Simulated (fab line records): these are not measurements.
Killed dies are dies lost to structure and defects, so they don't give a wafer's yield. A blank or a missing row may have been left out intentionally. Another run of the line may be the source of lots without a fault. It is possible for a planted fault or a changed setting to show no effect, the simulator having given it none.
fab line records	flow n5Finfet
record: lots: 12	wafers: 28	lastDay: 16
route steps=1938 shown HKMG_FIN@398 BEOL_M4@1111 PASSIVATION@1936
lots that met no fault: from a run of the same line without faults
startH: start of the lot's first displayed wafer, in hours after the record's first day	waitH: hours elapsed since this lot's preceding step	" unchanged from the row above	L1.1+2: a single row standing in for several wafers	- value missing, or start not given	* or withheld: withheld	< > ~ a bound
route shown NAME@n: a module of which the file shows steps, and the number in the route of the first	usual: average and standard deviation across the fault-free wafers	same: alike in all rows	chamber/n: place in a boat	sites: per-site readings	_std_site: standard deviation across them	_edge_site: mean of outer sites minus mean of inner sites	radiusMm: how far each site lies from the wafer's centre	mask NAME#n: copy n	behind: the tool/chamber that last shaped the wafer	hold: what put the lot on hold/how long, in hours/how the hold closed	device: names the non-switching transistor (n, p or np)	end of line: tests run on the same wafers once the route is complete	for a step that has no rows: nothing shown but its recipe	killed: the dies lost at the first sort to structure and to defects; this is not the yield of the wafer	map: dies across one wafer; x = killed, . = not, _ = none there
set.NAME: the setting that was run; set.NAME@STEP: the one run at that earlier step	model.NAME: the simulator's own value behind a step, which no gauge read
the route's steps for a sample of lots (tables are steps, rows are wafers)
services: when a tool's chamber went out of use (startH, in hours from the record's first day, below 0 if earlier), for how many hours, and the reason
== steps ==
step: N5_HKMG_FIN_CD_MEAS_49
recipe: targetCdNm: 202	landingEnergyEv: 500	detector: seInlens	polarity: opening
usual: cdNm: 201.6/0.74
lot.wafer	tool	chamber	startH	waitH	cdNm
L392.4	cdSem-01	0	78.82	-	202.3
L392.6	"	0	"	"	202.4
L391.1	cdSem-03	0	80.30	-	202.2
L391.4	"	0	"	"	201.4
L393.2	cdSem-02	0	85.60	-	201.1
L393.5	"	0	"	"	201.4
L395.1	cdSem-02	0	102.35	-	200.9
L395.2	"	0	"	"	201.3
L395.6	"	0	"	"	200.5
L397.2	cdSem-01	0	109.20	-	200.6
L397.3	"	0	"	"	200.3
L397.6	"	0	"	"	201.4
L400.1	cdSem-02	0	133.91	-	201.4
L400.2	"	0	"	"	201.3
L401.3	cdSem-02	0	138.06	-	201.1
L401.6	"	0	"	"	201.7
L404.3	cdSem-03	0	154.41	-	201.0
L404.6	"	0	"	"	201.3
L402.1	cdSem-03	0	157.46	-	201.4
L402.4	"	0	"	"	201.4
L403.2	cdSem-01	0	160.74	-	201.8
L403.4	"	0	"	"	202.2
L406.3	cdSem-03	0	172.10	-	201.9
L406.4	"	0	"	"	202.0
L406.6	"	0	"	"	201.3
L407.2	cdSem-03	0	178.44	-	201.9
L407.4	"	0	"	"	201.4
L407.5	"	0	"	"	202.0
step: N5_HKMG_FIN_CVD_62
recipe: material: a-Si	targetThkA: 30	tempC: 500	precursor: Si2H6	pressureTorr: 1	timeS: 20.8
usual: heaterPowerW: 1470/160
same: timeS: 20.8
lot.wafer	tool	chamber	startH	waitH	heaterPowerW
L392.4	thermalCvdSi-01	2	80.68	0.2	1331
L392.6	"	1	"	"	1546
L391.1	thermalCvdSi-02	2	82.15	0.2	1397
L391.4	"	0	"	"	1176
L393.2	thermalCvdSi-01	2	87.41	0.2	1375
L393.5	"	2	"	"	1366
L395.1	thermalCvdSi-01	1	104.17	0.2	1561
L395.2	"	2	"	"	1343
L395.6	"	2	"	"	1398
L397.2	thermalCvdSi-01	2	111.16	0.2	1362
L397.3	"	0	"	"	1708
L397.6	"	2	"	"	1399
L400.1	thermalCvdSi-02	1	135.78	0.2	1576
L400.2	"	2	"	"	1443
L401.3	thermalCvdSi-01	1	139.88	0.2	1544
L401.6	"	1	"	"	1555
L404.3	thermalCvdSi-02	1	156.45	0.2	1583
L404.6	"	1	"	"	1568
L402.1	thermalCvdSi-01	1	159.51	0.2	1514
L402.4	"	2	"	"	1363
L403.2	thermalCvdSi-02	0	162.56	0.2	1204
L403.4	"	0	"	"	1203
L406.3	thermalCvdSi-02	2	174.30	0.2	1455
L406.4	"	0	"	"	1188
L406.6	"	2	"	"	1407
L407.2	thermalCvdSi-02	1	180.32	0.2	1532
L407.4	"	1	"	"	1575
L407.5	"	2	"	"	1488
step: N5_HKMG_FIN_COAT_06
recipe: resist: CAR-ArF	spinRpm: 1500	resistThkNm: 90
usual: spinSpeedRpm: 1500.0/1
lot.wafer	tool	chamber	startH	waitH	spinSpeedRpm
L392.4	lithoTrack-01	0	81.85	-	1500.6
L392.6	"	0	"	"	1499.5
L391.1	lithoTrack-01	0	83.35	-	1498.9
L391.4	"	0	"	"	1499.6
L393.2	lithoTrack-04	0	88.60	-	1500.9
L393.5	"	0	"	"	1500.7
L395.1	lithoTrack-03	0	105.38	-	1499.9
L395.2	"	0	"	"	1501.5
L395.6	"	0	"	"	1499.4
L397.2	lithoTrack-01	0	112.55	-	1497.3
L397.3	"	0	"	"	1499.5
L397.6	"	0	"	"	1498.1
L400.1	lithoTrack-04	0	137.04	-	1499.9
L400.2	"	0	"	"	1498.8
L401.3	lithoTrack-01	0	141.07	-	1500.5
L401.6	"	0	"	"	1500.0
L404.3	lithoTrack-04	0	157.73	-	1499.8
L404.6	"	0	"	"	1502.3
L402.1	lithoTrack-04	0	160.80	-	1500.3
L402.4	"	0	"	"	1502.6
L403.2	lithoTrack-03	0	163.87	-	1499.7
L403.4	"	0	"	"	1499.1
L406.3	lithoTrack-03	0	175.60	-	1456.7
L406.4	"	0	"	"	1457.3
L406.6	"	0	"	"	1457.0
L407.2	lithoTrack-03	0	181.72	-	1456.8
L407.4	"	0	"	"	1457.4
L407.5	"	0	"	"	1456.0
step: N5_HKMG_FIN_ETCH_32
recipe: chemistry: N2/H2	target: SOC	targetDepthA: 2400	tempC: 40	timeS: 300	ionEnergyEv: 200	maskMaterial: SiARC	pressureMtorr: 30	sourceW: 840	biasW: 150	n2FlowSccm: 200	h2FlowSccm: 200
usual: drypumpMotorCurrentA: 5.6/0.45	h2FlowSccm: 200.0/0.6	oesProductAu: 0.80/0.1	rfVppV: 524.1/1.7	showerheadPlenumPTorr: 2.56/0.059	throttleValvePct: 17.95/0.22
same: timeS: 300
lot.wafer	tool	chamber	startH	waitH	drypumpMotorCurrentA	h2FlowSccm	oesProductAu	rfHoursCounterH	rfVppV	showerheadPlenumPTorr	throttleValvePct
L392.4	rieDiel-04	3	82.72	0.1	6.3	199.4	0.74	-	527.1	2.64	18.03
L392.6	"	1	"	"	5.3	200.5	0.93	-	522.1	2.53	18.10
L391.1	rieDiel-03	3	83.77	0.0	5.5	199.6	0.68	243	525.8	2.62	18.33
L391.4	"	2	"	"	5.4	199.7	0.73	195	525.2	2.62	17.97
L393.2	rieDiel-03	1	89.02	0.0	6.3	199.9	0.86	44	524.7	2.59	17.81
L393.5	"	0	"	"	5.8	199.8	0.66	-	524.5	2.52	17.90
L395.1	rieDiel-03	1	106.50	0.0	6.3	200.6	0.86	50	524.6	2.59	17.80
L395.2	"	0	"	"	5.8	199.7	0.67	222	522.4	2.52	17.90
L395.6	"	0	"	"	5.8	199.3	0.67	-	522.0	2.52	17.92
L397.2	rieDiel-05	1	113.03	0.0	5.3	199.5	0.67	249	526.3	2.63	18.44
L397.3	"	3	"	"	5.8	199.0	0.72	156	523.1	2.53	18.03
L397.6	"	0	"	"	6.0	200.2	0.72	-	521.4	2.44	17.83
L400.1	rieDiel-04	2	137.58	0.0	5.5	199.4	0.94	15	521.5	2.51	17.97
L400.2	"	0	"	"	4.8	199.6	0.89	58	524.9	2.55	17.40
L401.3	rieDiel-05	1	141.67	0.0	5.3	200.0	0.96	4	525.3	2.63	18.13
L401.6	"	1	"	"	5.3	200.4	0.96	-	524.5	2.63	18.13
L404.3	rieDiel-04	2	158.27	0.0	5.5	200.0	0.93	23	520.7	2.50	17.99
L404.6	"	3	"	"	6.3	199.8	0.71	-	526.7	2.63	18.07
L402.1	rieDiel-04	2	161.21	0.0	5.5	200.7	0.91	23	522.7	2.50	17.98
L402.4	"	1	"	"	5.3	199.7	0.87	36	522.3	2.52	18.15
L403.2	rieDiel-04	3	164.41	0.0	6.3	199.8	0.72	228	527.6	2.63	18.07
L403.4	"	1	"	"	5.3	199.9	0.87	38	522.9	2.52	18.14
L406.3	rieDiel-05	2	176.14	0.0	5.3	199.5	0.73	115	525.3	2.58	18.04
L406.4	"	3	"	"	5.8	198.8	0.71	180	522.8	2.52	18.07
L406.6	"	2	"	"	5.3	200.0	0.73	-	523.3	2.58	18.04
L407.2	rieDiel-03	1	182.26	0.0	6.3	199.0	0.81	78	524.5	2.57	17.84
L407.4	"	1	"	"	6.3	199.9	0.80	-	524.7	2.57	17.87
L407.5	"	3	"	"	5.5	199.7	0.93	-	525.6	2.61	17.95
step: N5_BEOL_M4_RC_MEAS_101
usual: DIBL_N: 36.0/2	DIBL_P: 35.9/2.5	IOFF_N: 0.16/0.038	IOFF_P: 0.21/0.04	ION_N: 675/14	ION_P: 462/9.4	SS_N: 71.5/0.75	SS_P: 73.2/0.74	VT_N: 250/3.9	VT_P: -251/3.2
lot.wafer	tool	chamber	startH	waitH	DIBL_N[mV/V]	DIBL_P[mV/V]	IOFF_N[nA/um]	IOFF_P[nA/um]	ION_N[uA/um]	ION_P[uA/um]	SS_N[mV/dec]	SS_P[mV/dec]	VT_N[mV]	VT_P[mV]
L392.4	prober-01	0	164.16	0.5	35.2	35.1	0.17	0.22	691	472	70.9	73.1	244	-245
L392.6	"	0	"	"	36.8	35.2	0.21	0.22	694	466	71.7	73.5	242	-246
L391.1	prober-01	0	166.62	0.0	37.7	35.8	0.20	0.20	667	455	72.2	72.8	249	-252
L391.4	"	0	"	"	36.3	33.6	0.16	0.16	675	452	71.1	72.4	250	-255
L393.2	prober-01	0	178.60	0.2	40.0	37.8	0.23	0.28	690	468	72.1	74.2	242	-246
L393.5	"	0	"	"	32.6	30.3	0.12	0.18	679	474	69.8	72.2	249	-251
L395.1	prober-01	0	197.12	0.0	37.3	37.2	0.17	0.19	664	446	72.3	73.7	251	-255
L395.2	"	0	"	"	32.4	31.9	0.11	0.14	654	445	70.8	72.6	256	-257
L395.6	"	0	"	"	38.7	39.4	0.20	0.25	670	459	71.8	74.5	246	-251
L397.2	prober-02	0	200.00	0.2	32.5	32.2	0.11	0.16	679	473	69.6	71.7	256	-251
L397.3	"	0	"	"	35.9	35.1	0.15	0.19	676	460	70.2	73.4	251	-251
L397.6	"	0	"	"	35.7	35.0	0.15	0.18	675	464	70.1	72.7	251	-249
L400.1	prober-01	0	216.26	0.0	35.4	34.6	0.14	0.15	656	445	71.9	72.7	252	-257
L400.2	"	0	"	"	37.5	39.3	0.18	0.25	675	459	71.5	73.4	247	-250
L401.3	prober-02	0	229.54	0.3	35.7	36.2	0.15	0.21	659	460	71.7	73.8	252	-251
L401.6	"	0	"	"	36.6	37.1	0.18	0.20	673	457	71.1	72.8	246	-251
L404.3	prober-01	0	243.21	0.3	37.8	37.0	0.22	0.23	678	454	72.3	73.3	245	-250
L404.6	"	0	"	"	35.9	37.3	0.17	0.24	665	459	71.3	73.5	249	-245
L402.1	prober-02	0	249.46	0.0	33.3	33.2	0.11	0.15	661	450	71.0	72.3	254	-255
L402.4	"	0	"	"	36.6	37.3	0.16	0.19	656	446	72.3	74.1	253	-255
L403.2	prober-01	0	249.63	0.2	33.6	33.9	0.11	0.16	669	461	71.3	72.5	254	-254
L403.4	"	0	"	"	37.2	37.7	0.18	0.20	682	460	71.8	73.6	248	-254
L406.3	prober-01	0	268.25	0.3	38.6	39.3	0.22	0.24	685	466	72.4	73.3	248	-251
L406.4	"	0	"	"	38.6	39.2	0.21	0.26	683	472	72.2	73.0	248	-248
L406.6	"	0	"	"	35.6	36.2	0.17	0.20	696	474	71.3	72.3	248	-249
L407.2	prober-01	0	272.18	0.2	38.6	39.1	0.21	0.25	687	462	72.5	74.8	246	-249
L407.4	"	0	"	"	34.9	34.7	0.13	0.18	658	448	72.0	73.1	254	-253
L407.5	"	0	"	"	39.8	40.8	0.25	0.29	683	465	72.4	74.8	242	-246
step: N5_PASSIVATION_PROBE_49
usual: defectLimitedYield: 91.3/1.5	killed_at_M0_to_M3: 33/12	killed_at_M4_up: 15/5.2	killedAtContacts: 12/5.1	killedAtFrontEnd: 39/11	killedAtOther: 5/3.6	killedDies: 103/18	killedOnRim: 14/4.3	killedOpen: 67/13	killedShort: 33/7.8	sort_bin_5_function: 5.1/0.96	sort_bin_6_memory: 3.2/0.71	sort_bin_8_speed: 0.01/0.063	sortNPass: 1077/18
same: grossDies: 1180	killedAtBackSide: 0	sort_bin_4_leakage[%]: 0
lot.wafer	tool	chamber	startH	waitH	defectLimitedYield[%]	killed_at_M0_to_M3	killed_at_M4_up	killedAtContacts	killedAtFrontEnd	killedAtOther	killedDies	killedOnRim	killedOpen	killedShort	sort_bin_5_function[%]	sort_bin_6_memory[%]	sort_bin_8_speed[%]	sortNPass
L401.3	prober-02	-	328.00	0.1	92.8	36	23	3	16	7	85	10	45	35	4.9	2.0	0	1095
L401.6	prober-02	-	328.15	0.3	91.3	35	16	6	43	3	103	13	63	40	5.5	3.2	0	1077
L402.1	prober-02	-	348.45	0.0	91.9	33	15	15	31	2	96	14	57	39	5.0	2.7	0	1084
L402.4	prober-02	-	348.60	0.2	91.9	34	6	28	22	5	95	12	56	38	4.5	3.2	0	1085
L407.2	prober-02	-	378.16	0.1	94.2	19	12	12	22	3	68	17	36	18	3.1	1.6	0	1112
killed by level:class
L401.3 BEOL_M0_SAQP:geometricParticle:short=14 BEOL_M0_SAQP:geometricParticle:open=8 BEOL_M2:geometricParticle:open=7 BEOL_M4:geometricParticle:open=6 BEOL_M5:geometricParticle:short=4 PAD_METAL:geometricParticle:open=4 STARTING-WAFER:geometricParticle:short=4 MOL_CONTACT_COAG:geometricParticle:open=3
L401.6 BEOL_M0_SAQP:geometricParticle:short=11 DUMMY_GATE:geometricParticle:open=10 BEOL_M4:geometricParticle:open=9 STI_FIN_REVEAL:geometricParticle:open=7 MOL_CONTACT_COAG:geometricParticle:open=6 BEOL_M1:geometricParticle:open=6 BEOL_M2:geometricParticle:open=6 FIN_SAQP:geometricParticle:open=5
L402.1 MOL_CONTACT_COAG:geometricParticle:open=10 FIN_SAQP:geometricParticle:short=9 BEOL_M1:geometricParticle:open=7 BEOL_M2:geometricParticle:open=7 STI_FIN_REVEAL:geometricParticle:open=6 MOL_CONTACT_COAG:geometricParticle:short=5 BEOL_M5:geometricParticle:open=5 FIN_SAQP:geometricParticle:open=4
L402.4 MOL_CONTACT_COAG:geometricParticle:open=17 MOL_CONTACT_COAG:geometricParticle:short=11 BEOL_M1:geometricParticle:open=8 GATE_CUT:geometricParticle:open=7 BEOL_M0_SAQP:geometricParticle:short=6 BEOL_M2:geometricParticle:open=5 BEOL_M3:geometricParticle:open=4 STARTING-WAFER:geometricParticle:short=4
L407.2 HKMG_FIN:areaEtch=13 MOL_CONTACT_COAG:geometricParticle:open=10 BEOL_M0_SAQP:geometricParticle:short=5 BEOL_M3:geometricParticle:open=5 BEOL_M4:geometricParticle:open=4 BEOL_M1:geometricParticle:open=3 BEOL_M1:geometricParticle:short=2 GATE_CUT:geometricParticle:short=2
== services ==
tool	chamber	startH	hours	kind
rieDiel-05	0	63.64	5.0	repair
rieDiel-04	2	78.35	-	clean
rieDiel-04	2	78.35	-	consumableReplace:focusRing
rieDiel-04	2	78.35	20.8	scheduledDown
rieDiel-04	2	78.35	20.8	ventCycle
rieDiel-03	3	104.51	-	clean
rieDiel-03	3	104.51	-	consumableReplace:focusRing
rieDiel-03	3	104.51	17.2	scheduledDown
rieDiel-03	3	104.51	17.2	ventCycle
rieDiel-05	1	114.63	-	clean
rieDiel-05	1	114.63	-	consumableReplace:focusRing
rieDiel-05	1	114.63	18.1	scheduledDown
rieDiel-05	1	114.63	18.1	ventCycle
rieDiel-04	3	149.33	7.2	repair
lithoTrack-03	-	160.86	-	consumableReplace:filter
thermalCvdSi-02	0	163.00	8.4	repair
rieDiel-04	2	169.75	12.7	repair
thermalCvdSi-01	-	173.95	1.2	repair
rieDiel-03	0	180.04	-	clean
rieDiel-03	0	180.04	-	consumableReplace:focusRing
rieDiel-03	0	180.04	25.4	scheduledDown
rieDiel-03	0	180.04	25.4	ventCycle
== key ==
firstSign: step: N5_HKMG_FIN_COAT_06	reading: spinSpeedRpm	direction: down	sigmas: 42	usual: *	struck: *
effect none on later readings
metAt N5_HKMG_FIN_COAT_06
struckLots L406,L407
baselineLoss: step: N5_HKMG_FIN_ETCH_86	wafers: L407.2
notActingAt N5_HKMG_FIN_CD_MEAS_49,N5_HKMG_FIN_CVD_62,N5_HKMG_FIN_ETCH_32
onsetBetween 163.87 175.60
fault: kind: processParameterDrift	tool: lithoTrack-03	chamber: -	onsetH: 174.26	steps: N5_HKMG_FIN_COAT_06	channel: spinRpm	offset: *	shape: step	endH: 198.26	actsIn: *	stated: *
baselineLoss: these wafers lose ten dies or more at that step, a loss of the line's own and not of a fault; the sort's usual values leave them out
